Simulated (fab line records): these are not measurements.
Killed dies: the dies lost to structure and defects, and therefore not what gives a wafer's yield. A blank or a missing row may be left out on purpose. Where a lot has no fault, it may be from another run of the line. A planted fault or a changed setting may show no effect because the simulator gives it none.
fab line records	flow n5_finfet
record lots=24	wafers=72	last_day=18
route steps=1938 shown BEOL_M10@1483 BEOL_M11@1558
lots that met no fault: from a run of the same line without faults
start_h: the number of hours between the record's first day and the start of the first shown wafer of the lot	wait_h: hours from the lot's prior step to this one	" identical to the entry in the row above	L1.1+2: a row that stands for several wafers	- value missing, or start not given	* or withheld: withheld	< > ~ a bound
route shown NAME@n: NAME is a module with steps in the file, n the number in the route of the first one	usual: average and standard deviation across the fault-free wafers	same: alike in all rows	chamber/n: place in a boat	sites: readings site by site	_std_site: standard deviation across them	_edge_site: inner sites' mean taken away from outer sites' mean	radius_mm: for every site, how far away it sits from the centre of the wafer	mask NAME#n: copy n	behind: the most recent tool/chamber to have shaped the wafer	hold: why the lot was held/for how many hours/how that ended	device: whichever transistor did not switch (one of n, p or np)	end of line: tests run on the same wafers once the route is complete	for a step that has no rows: nothing shown but its recipe	killed: not the wafer's yield, but the dies lost to structure and defects at the first sort	map: a wafer's dies, x killed, . not, _ none there
set.NAME: setting as actually run; set.NAME@STEP: the setting as run at that earlier step	model.NAME: the simulator's own value behind a step, which no gauge read
the route's steps for a sample of lots (tables are steps, rows are wafers)
services: from which hour (start_h, from the record's first day; less than 0 if before it) a tool's chamber was out of use, for how many hours, and why
## steps
# step N5_BEOL_M10_CD_MEAS_11
# recipe target_cd_nm=64.1	landing_energy_ev=500	detector=se_inlens	polarity=opening
# usual cd_nm=64.2/0.72
lot.wafer	tool	chamber	start_h	wait_h	cd_nm
L074.3	cd_sem-02	0	225.46	-	63.1
L074.4	"	0	"	"	63.0
L074.6	"	0	"	"	63.8
L076.1	cd_sem-02	0	240.44	-	64.0
L076.4	"	0	"	"	63.1
L076.6	"	0	"	"	64.5
L075.1	cd_sem-02	0	240.68	-	62.9
L075.3	"	0	"	"	64.2
L075.5	"	0	"	"	62.9
L077.3	cd_sem-02	0	260.18	-	64.7
L077.4	"	0	"	"	65.3
L077.6	"	0	"	"	64.7
L079.1	cd_sem-02	0	263.77	-	63.3
L079.4	"	0	"	"	64.8
L079.6	"	0	"	"	64.7
L078.2	cd_sem-03	0	264.39	-	65.2
L078.3	"	0	"	"	64.9
L078.6	"	0	"	"	64.8
L080.4	cd_sem-01	0	266.52	-	64.3
L080.5	"	0	"	"	65.2
L080.6	"	0	"	"	65.5
L082.2	cd_sem-02	0	276.54	-	65.0
L082.4	"	0	"	"	64.5
L082.5	"	0	"	"	64.7
L081.3	cd_sem-03	0	276.71	-	63.5
L081.5	"	0	"	"	62.9
L081.6	"	0	"	"	63.5
L083.1	cd_sem-02	0	281.64	-	63.6
L083.4	"	0	"	"	63.4
L083.6	"	0	"	"	63.8
L084.1	cd_sem-02	0	288.14	-	64.7
L084.4	"	0	"	"	65.6
L084.6	"	0	"	"	64.5
L085.1	cd_sem-02	0	297.08	-	64.5
L085.2	"	0	"	"	64.9
L085.3	"	0	"	"	64.6
L087.1	cd_sem-03	0	304.00	-	64.1
L087.3	"	0	"	"	63.7
L087.5	"	0	"	"	64.1
L086.2	cd_sem-02	0	305.05	-	64.8
L086.3	"	0	"	"	64.6
L086.4	"	0	"	"	65.4
L090.1	cd_sem-03	0	319.94	-	65.1
L090.3	"	0	"	"	64.6
L090.6	"	0	"	"	64.9
L089.1	cd_sem-01	0	320.39	-	62.8
L089.5	"	0	"	"	63.5
L089.6	"	0	"	"	63.0
L088.1	cd_sem-01	0	323.60	-	64.2
L088.4	"	0	"	"	64.4
L088.5	"	0	"	"	64.6
L093.1	cd_sem-01	0	337.17	-	64.0
L093.3	"	0	"	"	63.0
L093.4	"	0	"	"	64.2
L092.1	cd_sem-03	0	337.62	-	63.3
L092.2	"	0	"	"	63.1
L092.3	"	0	"	"	63.4
L091.1	cd_sem-02	0	354.85	-	65.3
L091.2	"	0	"	"	64.5
L091.4	"	0	"	"	64.8
L094.3	cd_sem-01	0	355.82	-	65.3
L094.4	"	0	"	"	64.6
L094.6	"	0	"	"	64.2
L096.3	cd_sem-03	0	357.63	-	64.3
L096.5	"	0	"	"	64.0
L096.6	"	0	"	"	63.6
L095.2	cd_sem-01	0	364.74	-	64.4
L095.5	"	0	"	"	64.0
L095.6	"	0	"	"	64.9
L097.2	cd_sem-02	0	371.29	-	64.7
L097.3	"	0	"	"	63.5
L097.5	"	0	"	"	63.8
# step N5_BEOL_M10_STRIP_67
# recipe chemistry=CF4	resist=SiARC	power_w=300	bias_power_w=75	pressure_mtorr=50	cf4_flow_sccm=150	rf_frequency_hz=6e+07
# usual chamber_pressure_mTorr=50.00/0.046	drypump_motor_current_A=5.7/0.4	oes_product_au=0.79/0.098	rf_vpp_V=270.8/1.3	showerhead_plenum_p_Torr=1.78/0.05	throttle_valve_pct=13.66/0.28
lot.wafer	tool	chamber	start_h	wait_h	chamber_pressure_mTorr	drypump_motor_current_A	oes_product_au	rf_hours_counter_h	rf_vpp_V	showerhead_plenum_p_Torr	throttle_valve_pct
L074.3	rie_diel-02	1	225.78	0.0	50.09	5.9	0.73	157	269.3	1.70	13.53
L074.4	"	0	"	"	50.00	5.3	0.71	-	271.0	1.79	14.01
L074.6	"	3	"	"	49.96	5.9	0.87	-	270.4	1.76	13.58
L076.1	rie_diel-02	3	240.76	0.0	49.98	5.9	0.87	55	270.6	1.76	13.61
L076.4	"	1	"	"	50.01	5.9	0.72	164	269.9	1.70	13.54
L076.6	"	0	"	"	49.95	5.3	0.71	-	272.4	1.79	14.01
L075.1	rie_diel-01	1	241.00	0.0	50.01	6.6	0.89	20	271.6	1.81	12.95
L075.3	"	3	"	"	50.04	5.7	0.74	193	270.7	1.77	13.61
L075.5	"	0	"	"	50.08	6.2	0.96	-	273.6	1.90	13.50
L077.3	rie_diel-02	1	261.74	0.0	50.04	5.9	0.72	174	270.6	1.70	13.55
L077.4	"	0	"	"	49.99	5.3	0.71	-	270.5	1.79	14.03
L077.6	"	2	"	"	49.99	5.7	0.78	-	272.3	1.82	13.72
L079.1	rie_diel-05	1	264.33	0.0	49.98	4.7	0.68	239	272.6	1.82	13.99
L079.4	"	3	"	"	50.02	5.6	0.98	2	273.5	1.85	13.19
L079.6	"	0	"	"	49.96	6.4	0.74	-	269.5	1.75	13.88
L078.2	rie_diel-02	1	264.71	0.0	50.01	5.8	0.72	176	270.1	1.70	13.57
L078.3	"	0	"	"	49.98	5.2	0.70	225	272.1	1.79	14.04
L078.6	"	2	"	"	50.02	5.8	0.78	-	270.5	1.82	13.72
L080.4	rie_diel-02	2	267.93	0.0	50.06	5.7	0.78	-	271.5	1.81	13.72
L080.5	"	1	"	"	50.06	5.9	0.72	-	269.6	1.70	13.55
L080.6	"	0	"	"	50.00	5.3	0.70	-	270.5	1.79	14.05
L082.2	rie_diel-05	1	277.50	0.0	50.07	4.8	0.67	243	273.0	1.82	14.02
L082.4	"	0	"	"	50.05	6.4	0.74	197	269.4	1.74	13.89
L082.5	"	0	"	"	50.10	6.4	0.74	-	269.4	1.75	13.88
L081.3	rie_diel-02	1	277.64	0.0	50.02	5.9	0.71	183	269.1	1.70	13.59
L081.5	"	1	"	"	49.96	5.9	0.72	-	268.7	1.70	13.58
L081.6	"	0	"	"	50.01	5.3	0.70	-	269.3	1.78	14.05
L083.1	rie_diel-01	3	282.05	0.0	49.99	5.8	0.73	211	270.3	1.76	13.65
L083.4	"	0	"	"	49.94	6.3	0.91	26	272.7	1.89	13.55
L083.6	"	0	"	"	49.97	6.3	0.91	-	272.6	1.89	13.54
L084.1	rie_diel-02	0	288.47	0.0	49.92	5.3	0.70	238	271.5	1.78	14.07
L084.4	"	3	"	"	49.95	5.9	0.86	56	269.8	1.76	13.60
L084.6	"	1	"	"	50.00	5.8	0.70	-	268.9	1.70	13.61
L085.1	rie_diel-01	1	297.40	0.0	50.05	6.5	0.85	37	271.8	1.81	13.00
L085.2	"	2	"	"	50.00	5.7	0.72	225	271.9	1.84	14.07
L085.3	"	0	"	"	49.98	6.2	0.90	32	274.5	1.89	13.55
L087.1	rie_diel-05	3	304.34	0.0	49.98	5.6	0.92	16	272.3	1.84	13.22
L087.3	"	2	"	"	49.94	5.8	0.68	248	270.6	1.76	13.77
L087.5	"	0	"	"	50.01	6.4	0.74	-	269.9	1.74	13.91
L086.2	rie_diel-02	3	305.37	0.0	50.04	5.9	0.86	61	269.4	1.76	13.64
L086.3	"	1	"	"	49.99	5.8	0.70	194	270.0	1.69	13.61
L086.4	"	2	"	"	49.97	5.8	0.77	140	270.9	1.81	13.76
L090.1	rie_diel-02	0	320.26	0.0	49.99	5.3	0.69	247	270.6	1.78	14.10
L090.3	"	3	"	"	50.05	5.9	0.85	66	271.6	1.76	13.64
L090.6	"	2	"	"	50.03	5.7	0.76	-	272.8	1.81	13.80
L089.1	rie_diel-05	2	320.93	0.0	50.03	5.9	0.68	256	271.6	1.75	13.81
L089.5	"	2	"	"	49.99	5.9	0.68	-	271.0	1.75	13.81
L089.6	"	3	"	"	50.03	5.7	0.90	-	270.5	1.84	13.26
L088.1	rie_diel-02	1	323.93	0.0	50.04	5.9	0.69	201	271.0	1.69	13.62
L088.4	"	3	"	"	49.96	5.9	0.84	67	268.8	1.76	13.64
L088.5	"	0	"	"	50.08	5.2	0.69	-	268.8	1.78	14.12
L093.1	rie_diel-02	2	337.55	0.0	49.97	5.7	0.75	153	271.5	1.81	13.79
L093.3	"	1	"	"	49.98	5.9	0.69	208	269.9	1.69	13.64
L093.4	"	2	"	"	50.03	5.7	0.75	-	271.9	1.81	13.79
L092.1	rie_diel-05	3	337.94	0.0	49.95	5.6	0.89	33	272.3	1.84	13.27
L092.2	"	0	"	"	50.00	6.4	0.71	220	268.5	1.74	13.94
L092.3	"	1	"	"	50.03	4.7	0.96	3	272.0	1.82	13.43
L091.1	rie_diel-05	2	355.26	0.0	49.93	5.9	0.99	2	270.5	1.75	13.24
L091.2	"	3	"	"	50.08	5.6	0.88	41	272.5	1.83	13.28
L091.4	"	0	"	"	49.95	6.4	0.72	228	269.9	1.74	13.96
L094.3	rie_diel-05	1	356.52	0.0	49.95	4.7	0.93	12	273.2	1.82	13.43
L094.4	"	2	"	"	49.97	5.9	0.99	3	270.4	1.75	13.22
L094.6	"	3	"	"	50.03	5.6	0.88	-	269.8	1.83	13.28
L096.3	rie_diel-05	3	357.95	0.0	50.11	5.6	0.87	42	272.6	1.83	13.28
L096.5	"	1	"	"	49.97	4.7	0.93	-	272.3	1.82	13.44
L096.6	"	2	"	"	49.98	5.9	0.99	-	270.3	1.75	13.26
L095.2	rie_diel-02	0	365.29	0.0	49.92	5.3	0.97	1	271.3	1.78	13.51
L095.5	"	3	"	"	50.00	5.9	0.82	-	268.9	1.75	13.67
L095.6	"	0	"	"	49.95	5.3	0.97	-	271.9	1.78	13.49
L097.2	rie_diel-02	2	371.61	0.0	49.98	5.8	0.74	166	269.7	1.80	13.82
L097.3	"	0	"	"	50.01	5.2	0.97	3	268.8	1.78	13.49
L097.5	"	2	"	"	50.13	5.8	0.74	-	270.6	1.80	13.83
# step N5_BEOL_M10_SURFACE_TREAT_76
# recipe gas=Ar	time_s=*	ion_energy_ev=*	ion_current_ma_cm2=0.5	pressure_mtorr=*	ar_flow_sccm=30
# usual throttle_valve_pct=*
lot.wafer	tool	chamber	start_h	wait_h	throttle_valve_pct
L074.3	pvd_sputter-02	-	229.80	0.2	*
L074.4	"	-	"	"	*
L074.6	"	-	"	"	*
L076.1	pvd_sputter-03	-	244.54	0.3	*
L076.4	"	-	"	"	*
L076.6	"	-	"	"	*
L075.1	pvd_sputter-02	-	245.39	0.2	*
L075.3	"	-	"	"	*
L075.5	"	-	"	"	*
L077.3	pvd_sputter-03	-	265.84	0.2	*
L077.4	"	-	"	"	*
L077.6	"	-	"	"	*
L079.1	pvd_sputter-01	-	266.93	0.4	*
L079.4	"	-	"	"	*
L079.6	"	-	"	"	*
L078.2	pvd_sputter-01	-	267.05	0.3	*
L078.3	"	-	"	"	*
L078.6	"	-	"	"	*
L080.4	pvd_sputter-01	-	270.87	0.2	*
L080.5	"	-	"	"	*
L080.6	"	-	"	"	*
L081.3	pvd_sputter-01	-	282.07	0.2	*
L081.5	"	-	"	"	*
L081.6	"	-	"	"	*
L082.2	pvd_sputter-02	-	282.19	0.2	*
L082.4	"	-	"	"	*
L082.5	"	-	"	"	*
L083.1	pvd_sputter-02	-	285.71	0.2	*
L083.4	"	-	"	"	*
L083.6	"	-	"	"	*
L084.1	pvd_sputter-02	-	290.71	0.2	*
L084.4	"	-	"	"	*
L084.6	"	-	"	"	*
L085.1	pvd_sputter-01	-	300.07	0.3	*
L085.2	"	-	"	"	*
L085.3	"	-	"	"	*
L087.1	pvd_sputter-03	-	308.12	0.2	*
L087.3	"	-	"	"	*
L087.5	"	-	"	"	*
L086.2	pvd_sputter-01	-	310.27	1.5	*
L086.3	"	-	"	"	*
L086.4	"	-	"	"	*
L090.1	pvd_sputter-03	-	323.07	0.2	*
L090.3	"	-	"	"	*
L090.6	"	-	"	"	*
L089.1	pvd_sputter-01	-	324.32	0.2	*
L089.5	"	-	"	"	*
L089.6	"	-	"	"	*
L088.1	pvd_sputter-02	-	327.80	0.2	*
L088.4	"	-	"	"	*
L088.5	"	-	"	"	*
L092.1	pvd_sputter-02	-	342.40	0.2	*
L092.2	"	-	"	"	*
L092.3	"	-	"	"	*
L093.1	pvd_sputter-02	-	343.01	0.2	*
L093.3	"	-	"	"	*
L093.4	"	-	"	"	*
L091.1	pvd_sputter-03	-	357.66	0.2	*
L091.2	"	-	"	"	*
L091.4	"	-	"	"	*
L094.3	pvd_sputter-03	-	360.31	0.2	*
L094.4	"	-	"	"	*
L094.6	"	-	"	"	*
L096.3	pvd_sputter-03	-	361.23	0.3	*
L096.5	"	-	"	"	*
L096.6	"	-	"	"	*
L095.2	pvd_sputter-03	-	370.02	0.5	*
L095.5	"	-	"	"	*
L095.6	"	-	"	"	*
L097.2	pvd_sputter-02	-	374.90	0.2	*
L097.3	"	-	"	"	*
L097.5	"	-	"	"	*
# step N5_BEOL_M10_THK_MEAS_53
# recipe thk_meas_gauge=xrf	reads=Cu_of_BEOL_M10_ECD_50
# usual M10_THK=139/3.5
lot.wafer	tool	chamber	start_h	wait_h	M10_THK[nm]
L074.3	film_metro-02	-	231.11	-	143
L074.4	"	-	"	"	138
L074.6	"	-	"	"	144
L076.1	film_metro-02	-	245.96	-	135
L076.4	"	-	"	"	131
L076.6	"	-	"	"	135
L075.1	film_metro-02	-	246.58	-	135
L075.3	"	-	"	"	135
L075.5	"	-	"	"	133
L077.3	film_metro-02	-	267.02	-	137
L077.4	"	-	"	"	139
L077.6	"	-	"	"	138
L079.1	film_metro-01	-	268.38	-	145
L079.4	"	-	"	"	139
L079.6	"	-	"	"	141
L078.2	film_metro-02	-	268.65	-	142
L078.3	"	-	"	"	136
L078.6	"	-	"	"	139
L080.4	film_metro-01	-	272.20	-	136
L080.5	"	-	"	"	135
L080.6	"	-	"	"	140
L081.3	film_metro-02	-	283.23	-	139
L081.5	"	-	"	"	140
L081.6	"	-	"	"	145
L082.2	film_metro-01	-	283.35	-	135
L082.4	"	-	"	"	135
L082.5	"	-	"	"	135
L083.1	film_metro-01	-	287.31	-	142
L083.4	"	-	"	"	143
L083.6	"	-	"	"	144
L084.1	film_metro-02	-	292.01	-	133
L084.4	"	-	"	"	143
L084.6	"	-	"	"	142
L085.1	film_metro-02	-	301.44	-	138
L085.2	"	-	"	"	134
L085.3	"	-	"	"	139
L087.1	film_metro-02	-	309.41	-	141
L087.3	"	-	"	"	140
L087.5	"	-	"	"	136
L086.2	film_metro-01	-	311.44	-	134
L086.3	"	-	"	"	140
L086.4	"	-	"	"	140
L090.1	film_metro-02	-	324.14	-	144
L090.3	"	-	"	"	144
L090.6	"	-	"	"	143
L089.1	film_metro-02	-	325.48	-	139
L089.5	"	-	"	"	141
L089.6	"	-	"	"	138
L088.1	film_metro-01	-	328.90	-	136
L088.4	"	-	"	"	135
L088.5	"	-	"	"	139
L092.1	film_metro-01	-	343.54	-	142
L092.2	"	-	"	"	136
L092.3	"	-	"	"	136
L093.1	film_metro-02	-	344.32	-	139
L093.3	"	-	"	"	143
L093.4	"	-	"	"	137
L091.1	film_metro-02	-	359.04	-	140
L091.2	"	-	"	"	145
L091.4	"	-	"	"	143
L094.3	film_metro-02	-	361.35	-	136
L094.4	"	-	"	"	132
L094.6	"	-	"	"	139
L096.3	film_metro-02	-	362.85	-	133
L096.5	"	-	"	"	138
L096.6	"	-	"	"	141
L095.2	film_metro-02	-	371.10	-	140
L095.5	"	-	"	"	138
L095.6	"	-	"	"	138
L097.2	film_metro-02	-	376.40	-	135
L097.3	"	-	"	"	141
L097.5	"	-	"	"	137
# step N5_BEOL_M10_INSPECT_58
# recipe inspect_instrument=darkfield	mode=post_dep
# usual raw_defect_count=65/19
lot.wafer	tool	chamber	start_h	wait_h	raw_defect_count
L074.3	defect_inspect-02	-	231.30	0.0	36
L074.4	"	-	"	"	54
L074.6	"	-	"	"	72
L076.1	defect_inspect-01	-	246.13	0.0	40
L076.4	"	-	"	"	45
L076.6	"	-	"	"	50
L075.1	defect_inspect-01	-	246.74	0.0	77
L075.3	"	-	"	"	75
L075.5	"	-	"	"	115
L077.3	defect_inspect-02	-	267.18	0.0	74
L077.4	"	-	"	"	108
L077.6	"	-	"	"	64
L079.1	defect_inspect-01	-	268.54	0.0	87
L079.4	"	-	"	"	90
L079.6	"	-	"	"	60
L078.2	defect_inspect-02	-	268.81	0.0	81
L078.3	"	-	"	"	72
L078.6	"	-	"	"	78
L080.4	defect_inspect-02	-	272.36	0.0	42
L080.5	"	-	"	"	57
L080.6	"	-	"	"	80
L081.3	defect_inspect-02	-	283.40	0.0	53
L081.5	"	-	"	"	40
L081.6	"	-	"	"	85
L082.2	defect_inspect-02	-	283.52	0.0	42
L082.4	"	-	"	"	65
L082.5	"	-	"	"	63
L083.1	defect_inspect-01	-	287.47	0.0	88
L083.4	"	-	"	"	71
L083.6	"	-	"	"	70
L084.1	defect_inspect-01	-	292.17	0.0	71
L084.4	"	-	"	"	30
L084.6	"	-	"	"	40
L085.1	defect_inspect-01	-	301.60	0.0	65
L085.2	"	-	"	"	52
L085.3	"	-	"	"	51
L087.1	defect_inspect-02	-	309.57	0.0	100
L087.3	"	-	"	"	63
L087.5	"	-	"	"	61
L086.2	defect_inspect-02	-	311.60	0.0	68
L086.3	"	-	"	"	103
L086.4	"	-	"	"	57
L090.1	defect_inspect-01	-	324.31	0.0	57
L090.3	"	-	"	"	66
L090.6	"	-	"	"	51
L089.1	defect_inspect-02	-	325.64	0.0	81
L089.5	"	-	"	"	103
L089.6	"	-	"	"	65
L088.1	defect_inspect-01	-	329.06	0.0	69
L088.4	"	-	"	"	71
L088.5	"	-	"	"	63
L092.1	defect_inspect-02	-	343.70	0.0	61
L092.2	"	-	"	"	56
L092.3	"	-	"	"	92
L093.1	defect_inspect-02	-	344.48	0.0	85
L093.3	"	-	"	"	53
L093.4	"	-	"	"	52
L091.1	defect_inspect-01	-	359.20	0.0	59
L091.2	"	-	"	"	71
L091.4	"	-	"	"	39
L094.3	defect_inspect-02	-	361.51	0.0	39
L094.4	"	-	"	"	79
L094.6	"	-	"	"	90
L096.3	defect_inspect-01	-	363.02	0.0	71
L096.5	"	-	"	"	63
L096.6	"	-	"	"	69
L095.2	defect_inspect-01	-	371.26	0.0	53
L095.5	"	-	"	"	74
L095.6	"	-	"	"	64
L097.2	defect_inspect-01	-	376.56	0.0	46
L097.3	"	-	"	"	78
L097.5	"	-	"	"	62
# step N5_BEOL_M11_STRIP_19
# recipe chemistry=O2	power_w=400	temp_c=40	pressure_mtorr=30	rf_frequency_hz=6e+07	bias_power_w=0	overash_fraction=0.2	o2_flow_sccm=225
# usual chamber_pressure_mTorr=30.00/0.033	drypump_motor_current_A=5.6/0.43	oes_product_au=0.80/0.091	rf_vpp_V=3.7/0.6	showerhead_plenum_p_Torr=2.10/0.074	throttle_valve_pct=16.77/0.2
lot.wafer	tool	chamber	start_h	wait_h	chamber_pressure_mTorr	drypump_motor_current_A	oes_product_au	rf_hours_counter_h	rf_vpp_V	showerhead_plenum_p_Torr	throttle_valve_pct
L074.3	rie_diel-06	2	233.95	0.1	30.04	6.0	0.68	235	2.4	2.06	16.89
L074.4	"	1	"	"	30.04	5.7	0.75	190	3.5	2.08	16.90
L074.6	"	3	"	"	30.03	6.1	0.87	-	4.4	2.12	16.48
L076.1	rie_diel-04	2	249.20	0.4	29.98	5.7	0.68	247	3.5	1.99	17.20
L076.4	"	0	"	"	30.01	5.9	0.72	204	3.2	2.09	17.05
L076.6	"	0	"	"	30.02	5.9	0.71	-	4.5	2.09	17.05
L075.1	rie_diel-04	3	251.92	0.2	30.03	5.2	0.84	61	2.9	2.06	16.73
L075.3	"	2	"	"	29.98	5.7	0.68	249	3.5	1.99	17.20
L075.5	"	1	"	"	29.98	5.3	0.69	-	3.4	2.07	16.70
L077.3	rie_diel-03	1	270.11	0.1	29.99	5.4	0.86	43	3.9	2.23	16.79
L077.4	"	3	"	"	30.02	6.4	0.87	72	4.3	2.14	16.89
L077.6	"	1	"	"	30.04	5.4	0.85	-	5.1	2.23	16.75
L079.1	rie_diel-04	0	270.89	0.1	30.00	5.9	0.69	215	3.8	2.09	17.09
L079.4	"	2	"	"	30.02	5.7	1.00	2	2.2	2.26	16.78
L079.6	"	1	"	"	29.97	5.3	0.68	-	4.7	2.06	16.73
L078.2	rie_diel-06	1	271.17	0.1	29.97	5.7	0.73	205	3.6	2.07	16.92
L078.3	"	3	"	"	29.99	6.2	0.86	66	4.5	2.12	16.49
L078.6	"	1	"	"	30.05	5.7	0.73	-	3.5	2.07	16.93
L080.4	rie_diel-03	2	276.81	0.1	30.05	5.3	0.87	28	3.7	2.06	16.29
L080.5	"	3	"	"	30.04	6.4	0.85	-	3.8	2.14	16.88
L080.6	"	2	"	"	30.04	5.3	0.88	-	3.7	2.06	16.32
L081.3	rie_diel-04	1	286.32	0.1	30.03	5.2	0.69	239	3.9	2.06	16.71
L081.5	"	2	"	"	30.02	5.7	0.99	-	3.8	2.26	16.79
L081.6	"	3	"	"	29.97	5.2	0.83	-	3.1	2.05	16.73
L082.2	rie_diel-04	1	286.52	0.1	29.98	5.3	0.68	239	4.6	2.06	16.73
L082.4	"	0	"	"	30.02	5.9	0.70	221	4.2	2.09	17.08
L082.5	"	2	"	"	29.96	5.7	0.99	-	3.7	2.26	16.79
L083.1	rie_diel-06	3	290.34	0.1	29.97	6.2	0.83	73	2.9	2.11	16.52
L083.4	"	3	"	"	29.93	6.2	0.83	-	2.4	2.11	16.50
L083.6	"	0	"	"	29.93	5.2	0.78	-	2.9	2.01	16.52
L084.1	rie_diel-03	0	293.97	0.1	29.99	5.1	0.71	227	3.7	2.06	16.77
L084.4	"	1	"	"	29.99	5.4	0.84	50	5.2	2.23	16.79
L084.6	"	1	"	"	29.96	5.3	0.87	-	3.6	2.23	16.77
L085.1	rie_diel-04	1	304.65	0.3	30.01	5.2	0.68	245	2.9	2.06	16.74
L085.2	"	3	"	"	30.00	5.1	0.82	80	4.9	2.05	16.75
L085.3	"	0	"	"	30.02	5.9	0.69	227	2.5	2.08	17.10
L087.1	rie_diel-06	1	312.72	0.1	30.01	5.7	0.73	219	3.4	2.07	16.93
L087.3	"	0	"	"	30.01	5.2	0.76	117	3.5	2.01	16.52
L087.5	"	2	"	"	30.03	6.0	0.92	-	4.1	2.05	16.52
L086.2	rie_diel-04	1	314.83	0.1	29.95	5.3	0.68	248	4.2	2.06	16.72
L086.3	"	2	"	"	30.04	5.7	0.94	17	4.6	2.25	16.82
L086.4	"	3	"	"	30.03	5.1	0.81	83	4.1	2.05	16.77
L090.1	rie_diel-03	1	326.91	0.1	30.01	5.4	0.82	65	3.6	2.23	16.79
L090.3	"	3	"	"	30.05	6.4	0.82	92	2.9	2.13	16.92
L090.6	"	1	"	"	30.01	5.4	0.83	-	4.2	2.23	16.79
L089.1	rie_diel-03	1	328.50	0.1	30.04	5.4	0.82	66	3.9	2.22	16.81
L089.5	"	3	"	"	29.97	6.3	0.83	-	3.7	2.13	16.93
L089.6	"	0	"	"	29.99	5.1	0.70	-	2.8	2.06	16.82
L088.1	rie_diel-06	0	332.38	0.1	30.03	5.2	0.77	124	3.0	2.01	16.53
L088.4	"	3	"	"	29.95	6.2	0.81	89	3.8	2.11	16.55
L088.5	"	2	"	"	30.03	6.0	0.92	-	4.5	2.05	16.53
L092.1	rie_diel-04	3	347.55	0.2	29.96	5.1	0.79	97	3.4	2.05	16.78
L092.2	"	0	"	"	30.05	5.9	0.70	243	3.9	2.08	17.13
L092.3	"	2	"	"	30.00	5.7	0.91	31	3.4	2.25	16.84
L093.1	rie_diel-04	3	348.02	0.1	30.04	5.1	0.80	97	4.0	2.05	16.79
L093.3	"	2	"	"	29.97	5.7	0.92	31	3.1	2.25	16.83
L093.4	"	3	"	"	29.99	5.2	0.80	-	3.0	2.05	16.80
L091.1	rie_diel-06	2	361.52	0.1	30.05	6.0	0.92	17	4.3	2.05	16.54
L091.2	"	1	"	"	30.02	5.7	0.71	230	3.4	2.06	16.95
L091.4	"	3	"	"	29.96	6.2	0.81	93	4.2	2.11	16.56
L094.3	rie_diel-04	3	365.56	0.1	29.97	5.1	0.80	104	5.0	2.04	16.80
L094.4	"	1	"	"	29.94	5.2	1.02	-	3.0	2.06	16.30
L094.6	"	2	"	"	30.02	5.7	0.91	-	3.8	2.25	16.85
L096.3	rie_diel-03	0	365.86	0.1	29.98	5.1	0.69	258	2.9	2.05	16.84
L096.5	"	1	"	"	29.92	5.4	0.82	-	4.6	2.22	16.84
L096.6	"	3	"	"	30.04	6.5	0.81	-	3.5	2.12	16.94
L095.2	rie_diel-03	3	374.98	0.1	29.99	6.4	0.80	115	3.3	2.12	16.95
L095.5	"	1	"	"	29.96	5.4	0.80	-	3.5	2.22	16.84
L095.6	"	3	"	"	29.99	6.4	0.80	-	3.5	2.12	16.94
L097.2	rie_diel-06	2	378.76	0.1	30.00	6.0	0.91	22	2.9	2.05	16.54
L097.3	"	3	"	"	29.98	6.2	0.81	98	3.7	2.11	16.56
L097.5	"	1	"	"	29.98	5.7	0.71	-	4.7	2.06	16.99
## services
tool	chamber	start_h	hours	kind
rie_diel-05	0	203.48	8.1	repair
rie_diel-02	2	205.00	27.5	repair
rie_diel-02	0	226.35	10.5	repair
rie_diel-03	-	239.00	15.6	pm
rie_diel-02	3	241.86	46.0	repair
rie_diel-04	2	254.55	-	clean
rie_diel-04	2	254.55	-	consumable_replace:focus_ring
rie_diel-04	2	254.55	-	consumable_replace:showerhead
rie_diel-04	2	254.55	11.3	scheduled_down
rie_diel-05	-	266.00	4.0	pm
rie_diel-06	0	267.66	4.5	repair
rie_diel-04	3	278.44	4.5	repair
rie_diel-03	2	296.51	115.9	repair
rie_diel-04	3	296.85	3.5	repair
rie_diel-05	0	319.99	7.4	repair
rie_diel-02	0	327.18	-	clean
rie_diel-02	0	327.18	-	consumable_replace:focus_ring
rie_diel-02	0	327.18	35.0	scheduled_down
rie_diel-02	0	327.18	35.0	vent_cycle
rie_diel-04	1	334.75	7.2	repair
rie_diel-06	-	340.42	15.6	pm
rie_diel-01	2	350.29	6.7	repair
rie_diel-02	1	363.22	4.6	repair
pvd_sputter-01	-	363.48	2.4	repair
## key
fault none
